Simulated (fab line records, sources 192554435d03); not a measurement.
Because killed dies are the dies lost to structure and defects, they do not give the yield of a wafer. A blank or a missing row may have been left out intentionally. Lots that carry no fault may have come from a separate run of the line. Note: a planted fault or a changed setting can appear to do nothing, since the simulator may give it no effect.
Matching of chambers    flow n5-finfet    N5_BEOL_M10_CURE_72 on uv-cure-02: 3 sister chambers
The step cures SiCOH lowk, time 120 s. 27 wafers are shown with their chamber, then 12 later ones without.

EACH WAFER AND ITS CHAMBER
wafer   chamber  wafer_temp_C_max  lamp-power-pct (%)
L077.1  1        372.4             52.25
L077.3  1        372.4             52.25
L077.6  1        371.8             52.43
L079.1  2        372.0             52.34
L079.3  2        372.0             52.35
L079.4  2        372.0             52.25
L079.2  2        372.3             52.28
L079.5  2        370.9             52.29
L079.6  2        371.5             52.38
L078.1  1        372.5             52.36
L078.2  1        372.8             52.40
L078.3  1        371.8             52.33
L078.4  1        371.6             52.22
L078.5  1        373.0             52.29
L078.6  1        372.7             52.34
L081.2  0        372.1             52.33
L081.3  0        373.0             52.27
L081.5  0        373.0             52.29
L087.1  2        371.9             52.30
L087.2  2        371.5             52.36
L087.4  2        371.8             52.28
L087.3  2        371.8             52.17
L087.5  2        371.3             52.32
L087.6  2        371.3             52.31
L090.1  0        372.3             52.28
L090.2  0        372.0             52.23
L090.6  0        371.7             52.21

SIGNATURES (averages over the wafers above)
reading           chamber 0  chamber 1  chamber 2  scatter within a chamber
wafer_temp_C_max  372.350    372.333    371.692    0.462
lamp-power-pct    52.2683    52.3189    52.3025    0.0597
Rule: for a wafer and a chamber, the distance is found by dividing, reading by reading, the gap between the wafer's reading and the chamber's mean by the reading's scatter, squaring, summing and taking the root. If the next closest chamber is less than 2 further off than the closest, the wafer can't be placed; otherwise it belongs to the closest. The scatter: take each reading less its chamber's mean, square it, sum over the shown wafers, divide by the number of wafers less the number of chambers, and take the root.

WAFERS WHOSE CHAMBER IS MISSING
wafer   wafer_temp_C_max  lamp-power-pct (%)
L093.1  372.1             52.41
L093.5  372.3             52.23
L093.6  371.7             52.25
L093.2  372.7             52.33
L093.3  372.1             52.17
L093.4  372.0             52.31
L094.2  372.6             52.30
L094.3  372.1             52.33
L094.5  373.0             52.27
L095.1  371.9             52.33
L095.2  372.8             52.28
L095.4  372.6             52.29

THE CHAMBER EACH PASSED THROUGH
wafer   from the rows above           in truth
L093.1  can't be placed: 1 or 2 or 0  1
L093.5  can't be placed: 0 or 1 or 2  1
L093.6  can't be placed: 2 or 0 or 1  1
L093.2  can't be placed: 1 or 0 or 2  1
L093.3  can't be placed: 0 or 2 or 1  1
L093.4  can't be placed: 2 or 1 or 0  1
L094.2  can't be placed: 1 or 0 or 2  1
L094.3  can't be placed: 1 or 2 or 0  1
L094.5  can't be placed: 0 or 1 or 2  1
L095.1  can't be placed: 2 or 1 or 0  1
L095.2  can't be placed: 0 or 1 or 2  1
L095.4  can't be placed: 0 or 1 or 2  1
Correctly placed: 0 of 12. Can't be placed from these rows: 12 (the true chamber is among the candidates in 12). 0 placed wrongly.
